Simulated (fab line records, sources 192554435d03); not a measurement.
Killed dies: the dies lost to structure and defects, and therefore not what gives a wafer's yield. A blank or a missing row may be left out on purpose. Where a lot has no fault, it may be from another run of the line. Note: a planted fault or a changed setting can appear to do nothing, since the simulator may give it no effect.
Which tool was responsible?	flow n5_finfet	24 lots with 72 wafers sampled at 5 steps, on a route of 1938 steps

## WHAT THE GAUGES READ, wafer by wafer
N5_MOL_CONTACT_COAG_CD_MEAS_84 targets a cd of 25.1 nm. Usual: cd_nm 25.08 nm, standard deviation 0.26.
lot	measured	on	cd_nm (nm)	flag
L074	day 5 06:15	cd_sem-01	25.57 25.51 25.48	
L075	day 5 13:10	cd_sem-03	24.95 24.89 24.67	
L076	day 5 21:59	cd_sem-02	24.55 25.27 25.51	
L078	day 6 02:13	cd_sem-03	24.98 25.02 25.14	
L077	day 6 04:37	cd_sem-03	25.33 25.37 25.20	
L079	day 6 10:47	cd_sem-03	25.56 24.85 24.95	
L080	day 6 14:22	cd_sem-01	24.92 24.90 25.32	
L081	day 6 23:02	cd_sem-03	25.12 24.76 25.05	
L082	day 7 06:36	cd_sem-03	25.36 24.97 25.01	
L083	day 7 13:53	cd_sem-01	24.91 25.26 25.07	
L084	day 8 02:32	cd_sem-02	25.16 25.07 25.36	
L085	day 8 07:53	cd_sem-01	25.26 25.09 25.31	
L086	day 8 10:43	cd_sem-03	24.90 25.10 24.84	
L087	day 8 15:10	cd_sem-02	24.88 24.63 24.67	
L088	day 8 23:26	cd_sem-02	25.30 25.26 25.21	
L089	day 9 05:35	cd_sem-03	24.66 24.98 25.76	
L090	day 9 05:50	cd_sem-03	25.04 25.33 24.91	
L092	day 9 12:05	cd_sem-01	24.77 24.98 25.05	
L091	day 9 16:09	cd_sem-02	25.14 24.90 24.66	
L093	day 10 02:23	cd_sem-01	25.19 25.08 24.90	
L094	day 10 06:01	cd_sem-01	24.92 24.94 24.94	
L095	day 10 09:26	cd_sem-02	25.28 25.10 24.81	
L096	day 10 16:23	cd_sem-01	25.17 24.90 24.98	
L097	day 11 00:07	cd_sem-02	25.27 24.70 24.91	

N5_MOL_CONTACT_COAG_CD_MEAS_101 targets a cd of 16 nm. Usual: cd_nm 15.9 nm, standard deviation 0.48.
lot	measured	on	cd_nm (nm)	flag
L074	day 5 08:40	cd_sem-02	16.0 16.1 15.6	
L075	day 5 15:34	cd_sem-01	16.9 16.3 15.9	
L076	day 6 00:41	cd_sem-02	15.2 16.2 16.2	
L078	day 6 04:56	cd_sem-01	15.5 16.0 15.3	
L077	day 6 07:02	cd_sem-03	15.1 15.2 15.6	
L079	day 6 13:05	cd_sem-03	16.1 15.1 15.5	
L080	day 6 17:25	cd_sem-02	16.0 15.7 15.4	
L081	day 7 02:13	cd_sem-03	15.5 15.8 15.8	
L082	day 7 08:56	cd_sem-02	15.6 15.6 15.3	
L083	day 7 16:17	cd_sem-03	15.6 15.8 15.9	
L084	day 8 05:32	cd_sem-01	15.8 16.0 15.8	
L085	day 8 10:16	cd_sem-03	16.0 16.5 16.0	
L086	day 8 12:56	cd_sem-02	16.1 15.6 15.4	
L087	day 8 18:24	cd_sem-01	15.2 16.1 15.6	
L088	day 9 03:37	cd_sem-01	16.7 17.1 16.5	
L089	day 9 08:28	cd_sem-02	16.2 16.3 16.7	
L090	day 9 09:18	cd_sem-02	16.1 15.6 15.8	
L092	day 9 14:27	cd_sem-02	15.8 15.4 15.0	
L091	day 9 18:27	cd_sem-01	16.8 15.5 16.1	
L093	day 10 04:53	cd_sem-03	16.0 15.9 16.2	
L094	day 10 09:08	cd_sem-02	15.8 15.8 16.1	
L095	day 10 11:40	cd_sem-02	15.2 15.0 15.3	
L096	day 10 18:40	cd_sem-02	16.0 15.6 16.2	
L097	day 11 02:37	cd_sem-03	16.1 15.5 15.7	

## EACH LOT AND THE TOOL THAT RAN IT (in order: tool; ch and the chambers of the sampled wafers; start)
lot	N5_MOL_CONTACT_COAG_ETCHBACK_135	N5_MOL_CONTACT_COAG_STRIP_72	N5_MOL_CONTACT_COAG_STRIP_49
L074	rie_diel-06 ch 1,2,3, day 5 06:59	rie_diel-01 ch 0,2, day 5 08:26	plasma_asher-02 ch 0, day 5 08:31
L075	rie_diel-03 ch 0,2, day 5 13:47	rie_diel-03 ch 0,2,3, day 5 15:20	plasma_asher-01 ch 0,1, day 5 15:25
L076	rie_diel-01 ch 1,2,3, day 5 22:38	rie_diel-06 ch 0,1, day 6 00:27	plasma_asher-01 ch 0,1, day 6 00:32
L078	rie_diel-03 ch 0,3, day 6 02:47	rie_diel-03 ch 0,2, day 6 04:43	plasma_asher-01 ch 0,1, day 6 04:47
L077	rie_diel-06 ch 1,2,3, day 6 05:21	rie_diel-01 ch 0,1,2, day 6 06:49	plasma_asher-01 ch 0,1, day 6 06:53
L079	rie_diel-06 ch 0,1,3, day 6 11:21	rie_diel-03 ch 1,2,3, day 6 12:51	plasma_asher-02 ch 0,1, day 6 12:57
L080	rie_diel-01 ch 0,1,2, day 6 14:55	rie_diel-03 ch 0,1, day 6 17:11	plasma_asher-02 ch 0,1, day 6 17:16
L081	rie_diel-01 ch 0,1,2, day 6 23:59	rie_diel-06 ch 1,2,3, day 7 01:59	plasma_asher-02 ch 0,1, day 7 02:04
L082	rie_diel-03 ch 0,3, day 7 07:10	rie_diel-03 ch 0,1, day 7 08:42	plasma_asher-02 ch 0,1, day 7 08:47
L083	rie_diel-03 ch 0,2,3, day 7 14:27	rie_diel-01 ch 0,2,3, day 7 16:03	plasma_asher-02 ch 0,1, day 7 16:08
L084	rie_diel-01 ch 2,3, day 8 03:08	rie_diel-06 ch 1,2, day 8 04:51	plasma_asher-01 ch 0,1, day 8 05:23
L085	rie_diel-01 ch 0,2,3, day 8 08:30	rie_diel-06 ch 0,1,3, day 8 10:03	plasma_asher-01 ch 0,1, day 8 10:08
L086	rie_diel-03 ch 0,2,3, day 8 11:16	rie_diel-01 ch 1,2, day 8 12:43	plasma_asher-01 ch 0,1, day 8 12:49
L087	rie_diel-06 ch 0,3, day 8 16:09	rie_diel-01 ch 0,1,3, day 8 18:03	plasma_asher-01 ch 0,1, day 8 18:16
L088	rie_diel-06 ch 2,3, day 9 00:29	rie_diel-03 ch 0,1, day 9 03:23	plasma_asher-01 ch 0,1, day 9 03:28
L089	rie_diel-06 ch 2,3, day 9 06:48	rie_diel-01 ch 1,2,3, day 9 08:14	plasma_asher-02 ch 0,1, day 9 08:20
L090	rie_diel-03 ch 0,1,2, day 9 06:57	rie_diel-01 ch 0,2, day 9 09:04	plasma_asher-02 ch 0,1, day 9 09:09
L092	rie_diel-03 ch 1,3, day 9 12:39	rie_diel-03 ch 0,3, day 9 14:14	plasma_asher-02 ch 0,1, day 9 14:19
L091	rie_diel-03 ch 0,2,3, day 9 16:49	rie_diel-03 ch 1,2,3, day 9 18:13	plasma_asher-01 ch 0,1, day 9 18:18
L093	rie_diel-01 ch 0,1,2, day 10 02:59	rie_diel-01 ch 1,2,3, day 10 04:39	plasma_asher-02 ch 0, day 10 04:44
L094	rie_diel-01 ch 0,1,3, day 10 06:47	rie_diel-01 ch 1,2, day 10 08:54	plasma_asher-01 ch 0,1, day 10 08:59
L095	rie_diel-01 ch 0,2,3, day 10 10:02	rie_diel-03 ch 0,1,3, day 10 11:26	plasma_asher-02 ch 0,1, day 10 11:32
L096	rie_diel-01 ch 1,2, day 10 16:57	rie_diel-01 ch 0,1,3, day 10 18:26	plasma_asher-01 ch 0,1, day 10 18:32
L097	rie_diel-06 ch 0,2, day 11 00:41	rie_diel-06 ch 0,3, day 11 02:23	plasma_asher-02 ch 0,1, day 11 02:28
- N5_MOL_CONTACT_COAG_ETCHBACK_135: etches SiO2 in CHF3, target depth 25 nm, time 16.7 s.
- N5_MOL_CONTACT_COAG_STRIP_72: strips in N2/H2.
- N5_MOL_CONTACT_COAG_STRIP_49: strips in N2/H2, time 30 s.

## AS READ BY THE TOOLS THEMSELVES (means over the sampled wafers that have a number; for cases with no such wafer, the mark the record gives instead)
N5_MOL_CONTACT_COAG_ETCHBACK_135. Usual: bias_w 170.0 W, standard deviation 0.55; chamber_pressure_mTorr 29.999 mTorr, standard deviation 0.028; drypump_motor_current_A 5.9 A, standard deviation 0.42; oes_product_au 0.77 a.u., standard deviation 0.068; rf_vpp_V 520 V, standard deviation 14; showerhead_plenum_p_Torr 2.39 Torr, standard deviation 0.065; throttle_valve_pct 18.77 %, standard deviation 0.25.
lot	tool	bias_w (W)	chamber_pressure_mTorr (mTorr)	drypump_motor_current_A (A)	oes_product_au (a.u.)	rf_vpp_V (V)	showerhead_plenum_p_Torr (Torr)	throttle_valve_pct (%)	flag
L074	rie_diel-06	170.1	29.956	5.7	0.79	524	2.43	18.78	
L075	rie_diel-03	170.5	30.004	5.6	0.74	518	2.37	18.65	
L076	rie_diel-01	169.6	30.026	6.1	0.80	529	2.37	18.87	
L078	rie_diel-03	169.8	29.981	6.2	0.82	512	2.35	18.53	
L077	rie_diel-06	170.2	29.962	5.7	0.77	523	2.43	18.80	
L079	rie_diel-06	169.7	30.005	5.8	0.80	521	2.48	18.87	
L080	rie_diel-01	169.9	29.985	6.2	0.81	525	2.40	18.76	
L081	rie_diel-01	170.1	29.998	6.2	0.81	526	2.40	18.76	
L082	rie_diel-03	169.7	29.966	6.2	0.77	501	2.36	18.84	
L083	rie_diel-03	169.7	30.014	5.9	0.76	514	2.35	18.62	
L084	rie_diel-01	170.0	30.012	6.2	0.85	528	2.40	18.91	
L085	rie_diel-01	169.8	30.001	6.2	0.80	531	2.42	18.90	
L086	rie_diel-03	170.6	30.008	5.9	0.76	514	2.35	18.64	
L087	rie_diel-06	170.0	30.003	5.4	0.83	517	2.47	18.81	
L088	rie_diel-06	169.8	30.014	5.3	0.80	519	2.42	18.74	
L089	rie_diel-06	170.4	30.008	5.3	0.79	519	2.42	18.75	
L090	rie_diel-03	169.8	30.011	5.7	0.74	515	2.38	18.84	
L092	rie_diel-03	170.0	29.983	6.0	0.82	520	2.34	18.51	
L091	rie_diel-03	169.5	30.011	5.9	0.75	515	2.35	18.65	
L093	rie_diel-01	170.1	30.003	6.2	0.77	526	2.39	18.82	
L094	rie_diel-01	170.0	30.007	6.2	0.72	531	2.36	18.91	
L095	rie_diel-01	170.4	30.001	6.3	0.79	529	2.41	18.92	
L096	rie_diel-01	170.0	29.988	6.0	0.76	525	2.33	18.83	
L097	rie_diel-06	170.1	30.034	5.5	0.72	503	2.40	18.69	

N5_MOL_CONTACT_COAG_STRIP_72. Usual: chamber_pressure_mTorr 20.00 mTorr, standard deviation 0.043; drypump_motor_current_A 6.0 A, standard deviation 0.4; oes_product_au 0.78 a.u., standard deviation 0.075; rf_vpp_V 59.2 V, standard deviation 2; showerhead_plenum_p_Torr 2.54 Torr, standard deviation 0.074; throttle_valve_pct 23.6 %, standard deviation 0.3.
lot	tool	chamber_pressure_mTorr (mTorr)	drypump_motor_current_A (A)	oes_product_au (a.u.)	rf_vpp_V (V)	showerhead_plenum_p_Torr (Torr)	throttle_valve_pct (%)	flag
L074	rie_diel-01	20.00	6.3	0.92	59.1	2.62	23.7	
L075	rie_diel-03	19.98	5.9	0.80	60.5	2.51	23.5	
L076	rie_diel-06	19.99	6.2	0.76	58.3	2.63	23.7	
L078	rie_diel-03	19.99	5.6	0.75	58.5	2.53	23.7	
L077	rie_diel-01	20.00	6.2	0.82	58.7	2.55	23.5	
L079	rie_diel-03	20.03	5.7	0.82	59.0	2.54	23.5	
L080	rie_diel-03	20.02	5.9	0.76	58.4	2.53	23.6	
L081	rie_diel-06	20.00	5.7	0.77	59.7	2.58	23.7	
L082	rie_diel-03	20.01	5.9	0.76	60.0	2.53	23.6	
L083	rie_diel-01	19.99	6.3	0.81	57.2	2.58	23.8	
L084	rie_diel-06	20.00	6.1	0.72	58.0	2.58	23.8	
L085	rie_diel-06	20.02	5.9	0.78	60.3	2.61	23.6	
L086	rie_diel-01	19.99	6.1	0.85	61.4	2.53	23.5	
L087	rie_diel-01	20.01	6.2	0.73	57.6	2.52	23.7	
L088	rie_diel-03	20.02	5.9	0.74	61.0	2.52	23.6	
L089	rie_diel-01	20.02	6.1	0.78	59.1	2.50	23.7	
L090	rie_diel-01	20.01	6.4	0.82	58.2	2.62	23.7	
L092	rie_diel-03	19.98	6.2	0.80	59.4	2.46	23.3	
L091	rie_diel-03	19.99	5.7	0.80	58.5	2.52	23.5	
L093	rie_diel-01	20.01	6.1	0.77	59.7	2.49	23.6	
L094	rie_diel-01	19.98	6.0	0.76	59.3	2.45	23.4	
L095	rie_diel-03	20.08	5.9	0.79	58.3	2.50	23.5	
L096	rie_diel-01	19.96	6.2	0.72	60.9	2.51	23.7	
L097	rie_diel-06	20.01	5.6	0.79	58.8	2.61	23.3	

N5_MOL_CONTACT_COAG_STRIP_49. Usual: drypump_motor_current_A 5.2 A, standard deviation 0.33; heater_power_w 330 W, standard deviation 42.
lot	tool	drypump_motor_current_A (A)	heater_power_w (W)	flag
L074	plasma_asher-02	5.7	350	
L075	plasma_asher-01	4.9	353	
L076	plasma_asher-01	4.9	344	
L078	plasma_asher-01	4.9	359	
L077	plasma_asher-01	4.9	357	
L079	plasma_asher-02	5.6	325	
L080	plasma_asher-02	5.6	326	
L081	plasma_asher-02	5.5	295	
L082	plasma_asher-02	5.6	326	
L083	plasma_asher-02	5.5	290	
L084	plasma_asher-01	4.9	355	
L085	plasma_asher-01	4.9	363	
L086	plasma_asher-01	4.9	342	
L087	plasma_asher-01	4.9	357	
L088	plasma_asher-01	4.9	347	
L089	plasma_asher-02	5.6	323	
L090	plasma_asher-02	5.6	324	
L092	plasma_asher-02	5.5	296	
L091	plasma_asher-01	4.9	347	
L093	plasma_asher-02	5.7	357	
L094	plasma_asher-01	4.9	362	
L095	plasma_asher-02	5.5	294	
L096	plasma_asher-01	4.9	338	
L097	plasma_asher-02	5.5	291	

## THE ANSWER, worked out from the rows above alone
Rule: a lot counts as off when the mean over its wafers that have a number is more than 3 standard deviations away from the usual mean. A lot without any number at a reading at which 4 lots or more have one is off too. The other lots that the step has rows for count as sound. After the gauges, taken in route order, come the tools' own readings; for these a lot's mean is taken, as printed above. At the first step where some lot is off, the reading lying furthest off is the one used; lots without a number count as furthest.
Nothing can be told from this: no lot is off at any reading shown.

## WHAT THE SIMULATOR HAD INSERTED
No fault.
